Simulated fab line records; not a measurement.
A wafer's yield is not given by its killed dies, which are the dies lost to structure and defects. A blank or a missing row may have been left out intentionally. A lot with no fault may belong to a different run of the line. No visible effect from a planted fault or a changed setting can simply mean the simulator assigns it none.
Matching of chambers | flow n5 finfet | N5_DUMMY_GATE_ETCH_23 on rie si-06: 4 sister chambers
The step etches poly-Si in HBr/Cl2/O2, target depth 41 nm, time 22.3 s. 4 wafers are shown with their chamber, then 8 later ones without.

== WAFERS, EACH WITH ITS CHAMBER ==
wafer  | chamber | drypump motor current A (A)
L088.1 | 0       | 5.6
L088.2 | 2       | 4.9
L088.5 | 1       | 6.0
L094.1 | 3       | 5.0

== WAFERS WHOSE CHAMBER IS MISSING ==
wafer  | drypump motor current A (A)
L094.5 | 4.9
L094.6 | 5.0
L096.1 | 5.5
L096.3 | 6.0
L096.5 | 5.1
L097.1 | 6.0
L097.2 | 5.0
L097.3 | 5.1

== EACH ONE'S CHAMBER ==
wafer  | from the rows above     | in truth
L094.5 | can't be placed: 2 or 3 | 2
L094.6 | can't be placed: 3 or 2 | 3
L096.1 | 0                       | 0
L096.3 | 1                       | 1
L096.5 | can't be placed: 3 or 2 | 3
L097.1 | 1                       | 1
L097.2 | can't be placed: 3 or 2 | 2
L097.3 | can't be placed: 3 or 2 | 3
3 of 8 placed correctly. Can't be placed from these rows: 5 (the true chamber is among the candidates in 5). Number placed wrongly: 0.
How it was worked out, from the rows above alone: a wafer's distance from a chamber is the root of the sum, over the readings, of the square of ((its reading less the chamber's mean) divided by the reading's scatter). If the next closest chamber is less than 2 further off than the closest, the wafer can't be placed; otherwise it belongs to the closest. For every chamber, the mean is computed from those of its wafers that are shown. The scatter: with one shown wafer a chamber, the root of the mean of the squares of how far each hidden wafer lies from its nearest shown one.
